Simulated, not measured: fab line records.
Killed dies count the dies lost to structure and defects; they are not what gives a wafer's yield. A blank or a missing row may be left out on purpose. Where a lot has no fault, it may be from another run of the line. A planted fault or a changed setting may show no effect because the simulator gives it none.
fab line records | flow n5_finfet
record: lots: 7 | wafers: 21
route steps=1938 shown BEOL_M13@1665 BEOL_M14@1763 BEOL_M15@1808 MIM_BOT_ETCH@1866 PASSIVATION@1916
start_h: the number of hours between the record's first day and the start of the first shown wafer of the lot | wait_h: hours since the lot's step before | " the same as in the row above | L1.1+2: several wafers, shown together as one row | - either no value or no given start | * or withheld: withheld | < > ~ a bound
route shown NAME@n: a module of which the file shows steps, and the number in the route of the first | usual: mean/standard deviation of fault-free wafers | same: alike in all rows | chamber/n: place in a boat | sites: the reading at each site | _std_site: the values' standard deviation | _edge_site: inner sites' mean taken away from outer sites' mean | radius_mm: how far each site lies from the wafer's centre | mask NAME#n: copy n | behind: the most recent tool/chamber to have shaped the wafer | hold: why the lot went on hold/how many hours it stayed there/how the hold came to an end | device: names the non-switching transistor (n, p or np) | end of line: the tests these same wafers got at the end of their route | a step given without rows: its recipe and nothing more | killed: the dies lost at the first sort to structure and to defects; this is not the yield of the wafer | map: dies across one wafer; x = killed, . = not, _ = none there
set.NAME: the setting as run; set.NAME@STEP: as run at that earlier step | model.NAME: the simulator's own value behind a step, which no gauge read
lots run with intentionally changed settings; tables by step, rows by wafer
== steps ==
step: N5_BEOL_M13_EXPOSE_07
recipe: mask_id: V12 | na: 0.93 | source_shape: conventional | sigma_outer: 0.6 | polarization: unpolarized | attpsm_phase_deg: 180 | dose_mj: 24.8
lot.wafer  | tool           | chamber | start_h | wait_h | mask  | set.dose_mj
L076.2+3+5 | krf_scanner-02 | 0       | 281.87  | -      | V12#0 | 24.8
L078.1+2+6 | krf_scanner-02 | 0       | 300.81  | -      | V12#0 | 24.8
L082.2+3+4 | krf_scanner-02 | 0       | 318.26  | -      | V12#0 | 24.8
L083.1     | krf_scanner-02 | 0       | 318.80  | -      | V12#0 | 24.04
L083.2+5   | "              | 0       | "       | "      | V12#0 | 24.8
L085.1     | krf_scanner-02 | 0       | 344.00  | -      | V12#0 | 26.33
L085.2+5   | "              | 0       | "       | "      | V12#0 | 24.8
L090.1+5   | krf_scanner-01 | 0       | 377.22  | -      | V12#0 | 24.8
L090.6     | "              | 0       | "       | "      | V12#0 | 26.33
L093.1+5   | krf_scanner-02 | 0       | 393.61  | -      | V12#0 | 24.8
L093.3     | "              | 0       | "       | "      | V12#0 | 26.17
step: N5_BEOL_M13_PEB_08
recipe: peb_temp_c: 130 | peb_time_s: 90
step: N5_BEOL_M13_DEVELOP_09
recipe: develop_time_s: 45 | rinse_liquid: diw | dry: air_spin | dev_temp_c: 21
step: N5_BEOL_M13_HARDBAKE_14
recipe: temp_c: 130 | time_s: 120
step: N5_BEOL_M13_CD_MEAS_10
recipe: target_cd_nm: 190 | landing_energy_ev: 500 | detector: se_inlens | polarity: opening
usual: cd_nm: 190.7/1.2
lot.wafer | tool      | chamber | start_h | wait_h | set.dose_mj@BEOL_M13_EXPOSE_07 | cd_nm
L076.2    | cd_sem-03 | 0       | 282.04  | -      | 24.8                           | 191.0
L076.3    | "         | 0       | "       | "      | 24.8                           | 190.1
L076.5    | "         | 0       | "       | "      | 24.8                           | 192.9
L078.1    | cd_sem-01 | 0       | 300.98  | -      | 24.8                           | 189.5
L078.2    | "         | 0       | "       | "      | 24.8                           | 189.6
L078.6    | "         | 0       | "       | "      | 24.8                           | 191.1
L082.2    | cd_sem-01 | 0       | 318.43  | -      | 24.8                           | 191.5
L082.3    | "         | 0       | "       | "      | 24.8                           | 190.9
L082.4    | "         | 0       | "       | "      | 24.8                           | 190.5
L083.1    | cd_sem-03 | 0       | 318.97  | -      | 24.04                          | 189.5
L083.2    | "         | 0       | "       | "      | 24.8                           | 192.6
L083.5    | "         | 0       | "       | "      | 24.8                           | 193.8
L085.1    | cd_sem-02 | 0       | 344.17  | -      | 26.33                          | 197.0
L085.2    | "         | 0       | "       | "      | 24.8                           | 190.9
L085.5    | "         | 0       | "       | "      | 24.8                           | 190.9
L090.1    | cd_sem-02 | 0       | 377.40  | -      | 24.8                           | 189.1
L090.5    | "         | 0       | "       | "      | 24.8                           | 189.2
L090.6    | "         | 0       | "       | "      | 26.33                          | 197.0
L093.1    | cd_sem-01 | 0       | 393.78  | -      | 24.8                           | 190.6
L093.3    | "         | 0       | "       | "      | 26.17                          | 197.3
L093.5    | "         | 0       | "       | "      | 24.8                           | 189.0
step: N5_BEOL_M13_DESCUM_15
recipe: chemistry: O2 | time_s: 7.9 | source_power_w: 50 | bias_power_w: 20 | pressure_mtorr: 20 | rf_frequency_hz: 2.712e+07 | temp_c: 40 | o2_flow_sccm: 225
step: N5_BEOL_M13_ETCH_59
recipe: chemistry: N2/H2 | target: BARC | target_depth_a: 890 | overetch_a: 267 | time_s: 67.9 | ion_energy_ev: 200 | pressure_mtorr: 30 | source_w: 840 | bias_w: 150 | n2_flow_sccm: 200 | h2_flow_sccm: 200
lot.wafer | tool        | chamber | start_h | wait_h | set.spin_rpm@BEOL_M13_COAT_58 | model.etch.depth_nm
L076.2    | rie_diel-01 | 0       | 282.16  | 0.0    | 1500                          | 88.92
L076.3    | "           | 3       | "       | "      | 1500                          | 89
L076.5    | "           | 3       | "       | "      | 1500                          | 88.9
L078.1    | rie_diel-01 | 0       | 301.10  | 0.0    | 1500                          | 88.81
L078.2    | "           | 3       | "       | "      | 1500                          | 88.94
L078.6    | "           | 2       | "       | "      | 1500                          | 88.82
L082.2    | rie_diel-01 | 2       | 318.55  | 0.0    | 1500                          | 88.87
L082.3    | "           | 1       | "       | "      | 1500                          | 88.83
L082.4    | "           | 3       | "       | "      | 1500                          | 88.81
L083.1    | rie_diel-04 | 3       | 319.27  | 0.0    | 1500                          | 89.05
L083.2    | "           | 1       | "       | "      | 1500                          | 88.84
L083.5    | "           | 3       | "       | "      | 1500                          | 88.99
L085.1    | rie_diel-04 | 2       | 344.30  | 0.0    | 1500                          | 88.86
L085.2    | "           | 3       | "       | "      | 1348                          | 93.73
L085.5    | "           | 1       | "       | "      | 1348                          | 93.77
L090.1    | rie_diel-04 | 2       | 377.68  | 0.0    | 1395                          | 92.4
L090.5    | "           | 0       | "       | "      | 1395                          | 92.42
L090.6    | "           | 3       | "       | "      | 1500                          | 89.09
L093.1    | rie_diel-04 | 1       | 394.14  | 0.0    | 1500                          | 89.01
L093.3    | "           | 2       | "       | "      | 1500                          | 88.9
L093.5    | "           | 0       | "       | "      | 1500                          | 88.7
step: N5_BEOL_M13_VIA_ETCH_16
recipe: chemistry: C4F8/O2/Ar | target: SiOC | pressure_mtorr: 30 | source_w: 3000 | bias_w: 700 | Ar_flow_sccm: 400 | C4F8_flow_sccm: 15 | O2_flow_sccm: 8 | he_inner_torr: 15 | he_outer_torr: 30 | target_depth_a: 9217 | time_s: withheld | ion_energy_ev: 250 | ends: cleared
step: N5_BEOL_M13_STRIP_63
recipe: chemistry: N2/H2 | power_w: 1000 | temp_c: 250 | h2_frac: 0.65 | overash_fraction: 0.3 | pressure_mtorr: 1000 | n2_flow_sccm: 1750 | h2_flow_sccm: 3250
step: N5_BEOL_M13_STRIP_64
recipe: chemistry: N2/H2 | power_w: 1000 | temp_c: 250 | h2_frac: 0.65 | overash_fraction: 0.3 | pressure_mtorr: withheld | n2_flow_sccm: 1750 | h2_flow_sccm: 3250
usual: strip_time_to_endpoint_s: 31.33/0.073
lot.wafer | tool            | chamber | start_h | wait_h | set.spin_rpm@BEOL_M13_COAT_58 | strip_time_to_endpoint_s
L076.2    | plasma_asher-01 | 1       | 282.51  | 0.0    | 1500                          | 31.29
L076.3    | "               | 0       | "       | "      | 1500                          | 31.31
L076.5    | "               | 0       | "       | "      | 1500                          | 31.28
L078.1    | plasma_asher-01 | 1       | 301.53  | 0.0    | 1500                          | 31.26
L078.2    | "               | 0       | "       | "      | 1500                          | 31.29
L078.6    | "               | 0       | "       | "      | 1500                          | 31.29
L082.2    | plasma_asher-01 | 1       | 318.90  | 0.0    | 1500                          | 31.28
L082.3    | "               | 0       | "       | "      | 1500                          | 31.26
L082.4    | "               | 1       | "       | "      | 1500                          | 31.25
L083.1    | plasma_asher-01 | 0       | 319.62  | 0.0    | 1500                          | 31.33
L083.2    | "               | 1       | "       | "      | 1500                          | 31.26
L083.5    | "               | 1       | "       | "      | 1500                          | 31.32
L085.1    | plasma_asher-02 | 0       | 344.65  | 0.0    | 1500                          | 31.26
L085.2    | "               | 1       | "       | "      | 1348                          | 32.64
L085.5    | "               | 0       | "       | "      | 1348                          | 32.68
L090.1    | plasma_asher-02 | 1       | 378.02  | 0.0    | 1395                          | 32.28
L090.5    | "               | 0       | "       | "      | 1395                          | 32.28
L090.6    | "               | 1       | "       | "      | 1500                          | 31.35
L093.1    | plasma_asher-02 | 0       | 394.49  | 0.0    | 1500                          | 31.31
L093.3    | "               | 0       | "       | "      | 1500                          | 31.29
L093.5    | "               | 1       | "       | "      | 1500                          | 31.22
step: N5_BEOL_M13_STRIP_71
recipe: chemistry: post_etch_residue_remover | time_s: 60 | temp_c: 25 | remover_ph: withheld | remover_water_wt_pct: withheld | remover_fluoride_wt_pct: withheld
step: N5_BEOL_M13_SRD_72
recipe: time_s: 30 | temp_c: 23 | rinse_liquid: diw | dry: n2_spin | spin_rpm: 1500 | dry_time_s: 30
step: N5_BEOL_M13_CD_MEAS_17
recipe: target_cd_nm: 190 | polarity: opening
usual: cd_nm: 191.3/1.4
lot.wafer | tool      | chamber | start_h | wait_h | set.dose_mj@BEOL_M13_EXPOSE_07 | cd_nm
L076.2    | cd_sem-02 | -       | 282.66  | 0.0    | 24.8                           | 192.0
L076.3    | "         | -       | "       | "      | 24.8                           | 190.4
L076.5    | "         | -       | "       | "      | 24.8                           | 194.0
L078.1    | cd_sem-01 | -       | 301.69  | 0.0    | 24.8                           | 190.5
L078.2    | "         | -       | "       | "      | 24.8                           | 190.9
L078.6    | "         | -       | "       | "      | 24.8                           | 191.1
L082.2    | cd_sem-01 | -       | 319.04  | 0.0    | 24.8                           | 192.1
L082.3    | "         | -       | "       | "      | 24.8                           | 191.3
L082.4    | "         | -       | "       | "      | 24.8                           | 191.7
L083.1    | cd_sem-03 | -       | 319.77  | 0.0    | 24.04                          | 190.1
L083.2    | "         | -       | "       | "      | 24.8                           | 193.0
L083.5    | "         | -       | "       | "      | 24.8                           | 194.5
L085.1    | cd_sem-03 | -       | 344.80  | 0.0    | 26.33                          | 197.2
L085.2    | "         | -       | "       | "      | 24.8                           | 192.1
L085.5    | "         | -       | "       | "      | 24.8                           | 191.2
L090.1    | cd_sem-03 | -       | 378.17  | 0.0    | 24.8                           | 190.3
L090.5    | "         | -       | "       | "      | 24.8                           | 189.1
L090.6    | "         | -       | "       | "      | 26.33                          | 197.1
L093.1    | cd_sem-03 | -       | 394.64  | 0.0    | 24.8                           | 190.3
L093.3    | "         | -       | "       | "      | 26.17                          | 197.3
L093.5    | "         | -       | "       | "      | 24.8                           | 188.8
step: N5_BEOL_M14_SPUTTER_44
recipe: material: Ta | target_thk_a: 150 | temp_c: 50 | bias_v: 80 | power_w: 15000 | chamber_pressure_pa: 0.07 | time_s: 24.19
lot.wafer | tool           | chamber | start_h | wait_h | set.power_w | model.Ta_of_BEOL_M14_SPUTTER_44.thk_nm
L076.2    | pvd_sputter-03 | -       | 294.17  | 0.0    | 15000       | 15.2
L076.3    | "              | -       | "       | "      | 16930       | 17.2
L076.5    | "              | -       | "       | "      | 16930       | 17
L078.1+6  | pvd_sputter-01 | -       | 309.86  | 0.0    | 15000       | 15
L078.2    | "              | -       | "       | "      | 16110       | 16
L082.2+4  | pvd_sputter-01 | -       | 329.89  | 0.0    | 15000       | 15
L082.3    | "              | -       | "       | "      | 15000       | 14.8
L083.1    | pvd_sputter-02 | -       | 330.69  | 0.0    | 16990       | 17.2
L083.2    | "              | -       | "       | "      | 16990       | 17
L083.5    | "              | -       | "       | "      | 15000       | 14.8
L085.1    | pvd_sputter-02 | -       | 356.09  | 0.0    | 15000       | 14.8
L085.2    | "              | -       | "       | "      | 15000       | 15.2
L085.5    | "              | -       | "       | "      | 15000       | 15
L090.1    | pvd_sputter-01 | -       | 386.88  | 0.0    | 16530       | 16.2
L090.5    | "              | -       | "       | "      | 16530       | 16.4
L090.6    | "              | -       | "       | "      | 15000       | 14.8
L093.1+3  | pvd_sputter-01 | -       | 404.08  | 0.0    | 15000       | 15
L093.5    | "              | -       | "       | "      | 16760       | 16.4
step: N5_BEOL_M15_ETCH_61
recipe: chemistry: N2/H2 | target: BARC | target_depth_a: 890 | overetch_a: 267 | time_s: 67.9 | ion_energy_ev: 200 | pressure_mtorr: 30 | source_w: 840 | bias_w: 150 | n2_flow_sccm: 200 | h2_flow_sccm: 200
lot.wafer | tool        | chamber | start_h | wait_h | set.time_s | model.coat_of_BEOL_M15_COAT_22.thk_nm
L076.2    | rie_diel-04 | 2       | 297.78  | 0.0    | 60.29      | 724.6
L076.3    | "           | 3       | "       | "      | 60.29      | 727.4
L076.5    | "           | 0       | "       | "      | 67.9       | 720
L078.1    | rie_diel-04 | 1       | 313.28  | 0.0    | 77.24      | 707.2
L078.2    | "           | 2       | "       | "      | 77.24      | 707.4
L078.6    | "           | 3       | "       | "      | 67.9       | 718
L082.2    | rie_diel-03 | 1       | 333.50  | 0.0    | 67.9       | 720.8
L082.3    | "           | 2       | "       | "      | 67.9       | 719.8
L082.4    | "           | 0       | "       | "      | 67.9       | 719.6
L083.1    | rie_diel-04 | 2       | 334.29  | 0.0    | 67.9       | 720.2
L083.2    | "           | 3       | "       | "      | 67.9       | 723
L083.5    | "           | 2       | "       | "      | 67.9       | 717.4
L085.1    | rie_diel-03 | 0       | 359.96  | 0.0    | 54.55      | 735.2
L085.2    | "           | 2       | "       | "      | 67.9       | 724
L085.5    | "           | 1       | "       | "      | 67.9       | 722.4
L090.1    | rie_diel-03 | 0       | 391.16  | 0.0    | 62.54      | 721.6
L090.5    | "           | 2       | "       | "      | 62.54      | 725
L090.6    | "           | 0       | "       | "      | 67.9       | 715.8
L093.1    | rie_diel-04 | 2       | 409.14  | 0.0    | 67.9       | 718.2
L093.3    | "           | 3       | "       | "      | 67.9       | 719.6
L093.5    | "           | 1       | "       | "      | 67.9       | 721.2
step: N5_BEOL_M15_TRENCH_ETCH_34
recipe: chemistry: C4F8/O2/Ar | target: SiO2 | target_depth_a: 8729.3 | he_inner_torr: 15 | he_outer_torr: 30 | time_s: 199 | ion_energy_ev: 800 | pressure_mtorr: 20 | source_w: 1905 | bias_w: 2040 | Ar_flow_sccm: 400 | C4F8_flow_sccm: 16 | O2_flow_sccm: 12
lot.wafer | tool        | chamber | start_h | wait_h | set.time_s | model.etch.depth_nm | model.coat_of_BEOL_M15_COAT_22.thk_nm
L076.2    | rie_diel-04 | 2       | 297.83  | 0.0    | 199        | 885.2               | 546.8
L076.3    | "           | 3       | "       | "      | 210.8      | 923.2               | 546.2
L076.5    | "           | 0       | "       | "      | 199        | 856.3               | 548.6
L078.1    | rie_diel-04 | 1       | 313.34  | 0.0    | 199        | 850                 | 539
L078.2    | "           | 2       | "       | "      | 227.2      | 1008                | 505
L078.6    | "           | 3       | "       | "      | 227.2      | 995.9               | 522.6
L082.2    | rie_diel-03 | 1       | 333.55  | 0.0    | 199        | 839.1               | 551.4
L082.3    | "           | 2       | "       | "      | 199        | 834.8               | 550.2
L082.4    | "           | 0       | "       | "      | 199        | 854.3               | 548.6
L083.1    | rie_diel-04 | 2       | 334.34  | 0.0    | 229.1      | 1031                | 513.2
L083.2    | "           | 3       | "       | "      | 199        | 883.5               | 549.6
L083.5    | "           | 2       | "       | "      | 199        | 888.2               | 539
L085.1    | rie_diel-03 | 0       | 360.01  | 0.0    | 161.6      | 692.1               | 596.6
L085.2    | "           | 2       | "       | "      | 199        | 835.4               | 554.4
L085.5    | "           | 1       | "       | "      | 161.6      | 682.6               | 584.6
L090.1    | rie_diel-03 | 0       | 391.21  | 0.0    | 199        | 871.2               | 547.2
L090.5    | "           | 2       | "       | "      | 199        | 859.6               | 550.6
L090.6    | "           | 0       | "       | "      | 199        | 858.7               | 544
L093.1    | rie_diel-04 | 2       | 409.19  | 0.0    | 165.6      | 733.4               | 571
L093.3    | "           | 3       | "       | "      | 199        | 864.3               | 550
L093.5    | "           | 1       | "       | "      | 165.6      | 718.4               | 579
step: N5_BEOL_M15_STRIP_36
recipe: chemistry: O2 | power_w: 600 | temp_c: 60 | pressure_mtorr: 30 | rf_frequency_hz: 6e+07 | bias_power_w: 0 | overash_fraction: 0.3 | o2_flow_sccm: 225
step: N5_BEOL_M15_ECD_47
recipe: material: Cu | target_thk_a: 18600
step: N5_BEOL_M15_ANNEAL_48
recipe: temp_c: 225 | time_s: 90 | ambient: N2
step: N5_BEOL_M15_CMP_49
recipe: stop_on: SiO2 | t_overpolish_s: 4.9 | down_force_psi: 2 | platen_rpm: 80 | clearing_platen_down_force_psi: 2 | clearing_platen_rpm: 80 | post_cmp_clean: cu_alkaline | target_thk_nm: 850 | clearing_platen_pad_velocity_m_s: 1.5917 | pad_velocity_m_s: 1.5917
lot.wafer | tool   | chamber | start_h | wait_h | set.time_s@BEOL_M15_TRENCH_ETCH_34 | model.Cu_of_BEOL_M15_ECD_47.thk_nm
L076.2    | cmp-02 | 3       | 301.55  | 0.2    | 199                                | 863.2
L076.3    | "      | 1       | "       | "      | 210.8                              | 900.4
L076.5    | "      | 0       | "       | "      | 199                                | 834.6
L078.1    | cmp-04 | 3       | 317.34  | 0.3    | 199                                | 826.6
L078.2    | "      | 2       | "       | "      | 227.2                              | 983.6
L078.6    | "      | 3       | "       | "      | 227.2                              | 971.6
L082.4    | cmp-03 | 0       | 336.50  | 0.2    | 199                                | 830.6
L082.3    | "      | 1       | "       | "      | 199                                | 813.4
L082.2    | "      | 2       | "       | "      | 199                                | 815.8
L083.1    | cmp-02 | 2       | 336.66  | 0.3    | 229.1                              | 1008
L083.2    | "      | 1       | "       | "      | 199                                | 859.8
L083.5    | "      | 3       | "       | "      | 199                                | 865.2
L085.2    | cmp-03 | 3       | 362.26  | 0.4    | 199                                | 811.6
L085.1    | "      | 0       | "       | "      | 161.6                              | 669.2
L085.5    | "      | 3       | "       | "      | 161.6                              | 658.6
L090.1    | cmp-02 | 3       | 397.42  | 0.3    | 199                                | 847.2
L090.6    | "      | 1       | "       | "      | 199                                | 833.6
L090.5    | "      | 2       | "       | "      | 199                                | 836.6
L093.3    | cmp-03 | 3       | 412.25  | 0.2    | 199                                | 839.8
L093.1    | "      | 1       | "       | "      | 165.6                              | 711.8
L093.5    | "      | 2       | "       | "      | 165.6                              | 697.4
step: N5_BEOL_M15_THK_MEAS_50
recipe: thk_meas_gauge: xrf | reads: Cu_of_BEOL_M15_ECD_47
usual: M15_THK: 835/18
lot.wafer | tool          | chamber | start_h | wait_h | set.time_s@BEOL_M15_TRENCH_ETCH_34 | M15_THK[nm]
L076.2    | film_metro-02 | -       | 301.85  | -      | 199                                | 855
L076.3    | "             | -       | "       | "      | 210.8                              | 891
L076.5    | "             | -       | "       | "      | 199                                | 826
L078.1    | film_metro-02 | -       | 317.63  | -      | 199                                | 817
L078.2    | "             | -       | "       | "      | 227.2                              | 969
L078.6    | "             | -       | "       | "      | 227.2                              | 959
L082.2    | film_metro-02 | -       | 336.75  | -      | 199                                | 810
L082.3    | "             | -       | "       | "      | 199                                | 810
L082.4    | "             | -       | "       | "      | 199                                | 826
L083.1    | film_metro-02 | -       | 336.96  | -      | 229.1                              | 992
L083.2    | "             | -       | "       | "      | 199                                | 847
L083.5    | "             | -       | "       | "      | 199                                | 853
L085.1    | film_metro-01 | -       | 362.55  | -      | 161.6                              | 665
L085.2    | "             | -       | "       | "      | 199                                | 806
L085.5    | "             | -       | "       | "      | 161.6                              | 652
L090.1    | film_metro-02 | -       | 397.64  | -      | 199                                | 832
L090.5    | "             | -       | "       | "      | 199                                | 823
L090.6    | "             | -       | "       | "      | 199                                | 820
L093.1    | film_metro-01 | -       | 412.51  | -      | 165.6                              | 701
L093.3    | "             | -       | "       | "      | 199                                | 827
L093.5    | "             | -       | "       | "      | 165.6                              | 688
step: N5_BEOL_M15_PRE_CLEAN_52
recipe: gas: NH3 | time_s: 15 | temp_c: withheld | rf_power_w: 300
step: N5_BEOL_M15_DEP_53
recipe: material: SiCN | target_thk_a: 500 | temp_c: withheld | precursor: 3MS/NH3 | pressure_torr: 3 | rf_w: 675 | time_s: 17.8
step: N5_BEOL_M15_RS_MEAS_54
recipe: thk_meas_gauge: four-point-probe | reads: Cu_of_BEOL_M15_ECD_47+Ta_of_BEOL_M15_SPUTTER_44+TaN_of_BEOL_M15_SPUTTER_43
usual: M15_RS: 0.0218/0.00048
lot.wafer | tool          | chamber | start_h | wait_h | set.time_s@BEOL_M15_TRENCH_ETCH_34 | M15_RS[ohm/sq]
L076.2    | film_metro-02 | -       | 302.00  | 0.1    | 199                                | 0.0213
L076.3    | "             | -       | "       | "      | 210.8                              | 0.0203
L076.5    | "             | -       | "       | "      | 199                                | 0.0220
L078.1    | film_metro-02 | -       | 317.76  | 0.0    | 199                                | 0.0222
L078.2    | "             | -       | "       | "      | 227.2                              | 0.0186
L078.6    | "             | -       | "       | "      | 227.2                              | 0.0188
L082.2    | film_metro-02 | -       | 336.88  | 0.1    | 199                                | 0.0224
L082.3    | "             | -       | "       | "      | 199                                | 0.0225
L082.4    | "             | -       | "       | "      | 199                                | 0.0220
L083.1    | film_metro-01 | -       | 337.09  | 0.0    | 229.1                              | 0.0181
L083.2    | "             | -       | "       | "      | 199                                | 0.0214
L083.5    | "             | -       | "       | "      | 199                                | 0.0212
L085.1    | film_metro-02 | -       | 362.68  | 0.0    | 161.6                              | 0.0275
L085.2    | "             | -       | "       | "      | 199                                | 0.0226
L085.5    | "             | -       | "       | "      | 161.6                              | 0.0280
L090.1    | film_metro-01 | -       | 397.77  | 0.0    | 199                                | 0.0216
L090.5    | "             | -       | "       | "      | 199                                | 0.0219
L090.6    | "             | -       | "       | "      | 199                                | 0.0220
L093.1    | film_metro-01 | -       | 412.68  | 0.1    | 165.6                              | 0.0259
L093.3    | "             | -       | "       | "      | 199                                | 0.0219
L093.5    | "             | -       | "       | "      | 165.6                              | 0.0264
step: N5_MIM_BOT_ETCH_ETCH_04
recipe: chemistry: CF4/O2 | target: SiNx | target_depth_a: 260 | time_s: 13 | ion_energy_ev: 100 | pressure_mtorr: 40 | source_w: 535 | bias_w: 49 | Ar_flow_sccm: 100 | cf4_flow_sccm: 100 | O2_flow_sccm: 10
lot.wafer | tool        | chamber | start_h | wait_h | set.time_s | model.etch.depth_nm
L076.2    | rie_diel-05 | 1       | 306.77  | 0.0    | 15.56      | 31.48
L076.3    | "           | 3       | "       | "      | 15.56      | 32.54
L076.5    | "           | 0       | "       | "      | 13         | 25.19
L078.1    | rie_diel-06 | 0       | 321.94  | 0.0    | 13         | 26.37
L078.2    | "           | 1       | "       | "      | 13         | 26.22
L078.6    | "           | 3       | "       | "      | 13         | 26.06
L082.2    | rie_diel-06 | 0       | 341.13  | 0.0    | 13         | 25.98
L082.3    | "           | 3       | "       | "      | 13         | 25.96
L082.4    | "           | 1       | "       | "      | 13         | 25.78
L083.1    | rie_diel-05 | 3       | 341.32  | 0.0    | 13         | 26.94
L083.2    | "           | 0       | "       | "      | 13         | 24.97
L083.5    | "           | 2       | "       | "      | 13         | 25.58
L085.1    | rie_diel-02 | 2       | 369.01  | 0.0    | 13         | 25.36
L085.2    | "           | 1       | "       | "      | 13         | 25.17
L085.5    | "           | 2       | "       | "      | 12.06      | 23.57
L090.1+6  | rie_diel-06 | 0,2     | 403.97  | 0.0    | 11.81      | 23.79
L090.5    | "           | 0       | "       | "      | 13         | 25.98
L093.1    | rie_diel-06 | 2       | 417.85  | 0.0    | 13         | 25.86
L093.3    | "           | 3       | "       | "      | 10.78      | 22.11
L093.5    | "           | 1       | "       | "      | 10.78      | 21.52
step: N5_PASSIVATION_PECVD_35
recipe: material: SiNx | target_thk_a: 7000 | temp_c: 400 | precursor: SiH4/NH3/N2 | pressure_torr: 4.9 | rf_w: 1406 | time_s: 151.3
lot.wafer | tool     | chamber | start_h | wait_h | set.time_s | model.SiNx_of_PASSIVATION_PECVD_35.thk_nm
L076.2    | pecvd-02 | 1       | 313.66  | 0.1    | 151.3      | 697.6
L076.3    | "        | 2       | "       | "      | 151.3      | 695.8
L076.5    | "        | 1       | "       | "      | 151.3      | 698.6
L078.1    | pecvd-04 | 2       | 327.46  | 0.1    | 151.3      | 703.2
L078.2    | "        | 1       | "       | "      | 151.3      | 704
L078.6    | "        | 1       | "       | "      | 151.3      | 709.6
L082.2    | pecvd-03 | 0       | 345.59  | 0.1    | 151.3      | 694
L082.3    | "        | 2       | "       | "      | 151.3      | 704.2
L082.4    | "        | 0       | "       | "      | 151.3      | 706.2
L083.1    | pecvd-03 | 1       | 346.37  | 0.1    | 151.3      | 698.6
L083.2    | "        | 2       | "       | "      | 141.9      | 658.8
L083.5    | "        | 2       | "       | "      | 141.9      | 663.2
L085.1    | pecvd-02 | 2       | 375.79  | 0.1    | 151.3      | 692.6
L085.2    | "        | 0       | "       | "      | 151.3      | 690
L085.5    | "        | 1       | "       | "      | 137.7      | 649.4
L090.1    | pecvd-03 | 2       | 410.67  | 0.1    | 151.3      | 703.2
L090.5    | "        | 0       | "       | "      | 151.3      | 709
L090.6    | "        | 1       | "       | "      | 151.3      | 715.4
L093.1    | pecvd-04 | 2       | 425.22  | 0.1    | 151.3      | 694.2
L093.3    | "        | 0       | "       | "      | 151.3      | 700.4
L093.5    | "        | 2       | "       | "      | 151.3      | 705.6
== key ==
split: step: N5_BEOL_M13_EXPOSE_07 | setting: dose_mj | stated: 24.8 | by: wafer
response: step: N5_BEOL_M13_CD_MEAS_10 | reading: cd_nm | change: +1.2 | per: 1% | r: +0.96
response: step: N5_BEOL_M13_CD_MEAS_17 | reading: cd_nm | change: +1.16 | per: 1% | r: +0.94
split: step: N5_BEOL_M14_SPUTTER_44 | setting: power_w | stated: 15000 | by: wafer
response: step: N5_BEOL_M14_SPUTTER_44 | reading: model.Ta_of_BEOL_M14_SPUTTER_44.thk_nm | change: +0.147 | per: 1% | r: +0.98
split: step: N5_BEOL_M15_ETCH_61 | setting: time_s | stated: 67.9 | by: wafer
response: step: N5_BEOL_M15_ETCH_61 | reading: model.coat_of_BEOL_M15_COAT_22.thk_nm | change: -0.667 | per: 1% | r: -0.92
split: step: N5_BEOL_M15_TRENCH_ETCH_34 | setting: time_s | stated: 199 | by: wafer
response: step: N5_BEOL_M15_TRENCH_ETCH_34 | reading: model.etch.depth_nm | change: +8.88 | per: 1% | r: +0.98
response: step: N5_BEOL_M15_TRENCH_ETCH_34 | reading: model.coat_of_BEOL_M15_COAT_22.thk_nm | change: -1.76 | per: 1% | r: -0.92
response: step: N5_BEOL_M15_CMP_49 | reading: model.Cu_of_BEOL_M15_ECD_47.thk_nm | change: +8.81 | per: 1% | r: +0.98
response: step: N5_BEOL_M15_THK_MEAS_50 | reading: M15_THK | change: +8.66 | per: 1% | r: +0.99
response: step: N5_BEOL_M15_RS_MEAS_54 | reading: M15_RS | change: -0.000249 | per: 1% | r: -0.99
split: step: N5_MIM_BOT_ETCH_ETCH_04 | setting: time_s | stated: 13 | by: wafer
response: step: N5_MIM_BOT_ETCH_ETCH_04 | reading: model.etch.depth_nm | change: +0.289 | per: 1% | r: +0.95
split: step: N5_PASSIVATION_PECVD_35 | setting: time_s | stated: 151.3 | by: wafer
response: step: N5_PASSIVATION_PECVD_35 | reading: model.SiNx_of_PASSIVATION_PECVD_35.thk_nm | change: +5.11 | per: 1% | r: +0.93
split outside_this_file step=N5_BEOL_M13_COAT_58 setting=spin_rpm
split outside_this_file: this setting was split too, and the file shows its column; the key of that split is in another file
